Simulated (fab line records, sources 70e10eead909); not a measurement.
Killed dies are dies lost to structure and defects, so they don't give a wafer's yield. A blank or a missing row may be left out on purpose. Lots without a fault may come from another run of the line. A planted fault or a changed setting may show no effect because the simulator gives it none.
Chamber matching | flow nand_harc | NHARC_A_CONTACT_DESCUM_74 on rie_diel-09: 4 sister chambers
The step chemistry O2, time 3 s. 4 wafers are shown with their chamber, then 7 later ones without.

WAFERS WITH THEIR CHAMBER
wafer  | chamber | showerhead_plenum_p_Torr (Torr)
L372.5 | 1       | 1.76
L372.6 | 2       | 1.78
L374.1 | 0       | 2.01
L374.2 | 3       | 1.78

WAFERS WITHOUT THEIR CHAMBER
wafer  | showerhead_plenum_p_Torr (Torr)
L374.3 | 1.76
L380.1 | 1.78
L380.2 | 2.08
L380.5 | 1.77
L382.1 | 1.78
L382.3 | 1.77
L382.6 | 1.78

WHICH CHAMBER EACH WENT THROUGH
wafer  | from the rows above          | in truth
L374.3 | can't be placed: 1 or 2 or 3 | 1
L380.1 | can't be placed: 2 or 3 or 1 | 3
L380.2 | 0                            | 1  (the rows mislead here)
L380.5 | can't be placed: 1 or 2 or 3 | 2
L382.1 | can't be placed: 2 or 3 or 1 | 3
L382.3 | can't be placed: 1 or 2 or 3 | 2
L382.6 | can't be placed: 2 or 3 or 1 | 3
Placed correctly: 0 of 7. Can't be placed from these rows: 6 (the true chamber is among the candidates in 6). Placed wrongly: 1.
How it was worked out, from the rows above alone: a wafer's distance from a chamber is the root of the sum, over the readings, of the square of ((its reading less the chamber's mean) divided by the reading's scatter). The wafer belongs to the nearest chamber; if the next one is less than 2 further off, it can't be placed. A chamber's mean is the mean of its shown wafers. The scatter: with one shown wafer a chamber, the root of the mean of the squares of how far each hidden wafer lies from its nearest shown one.
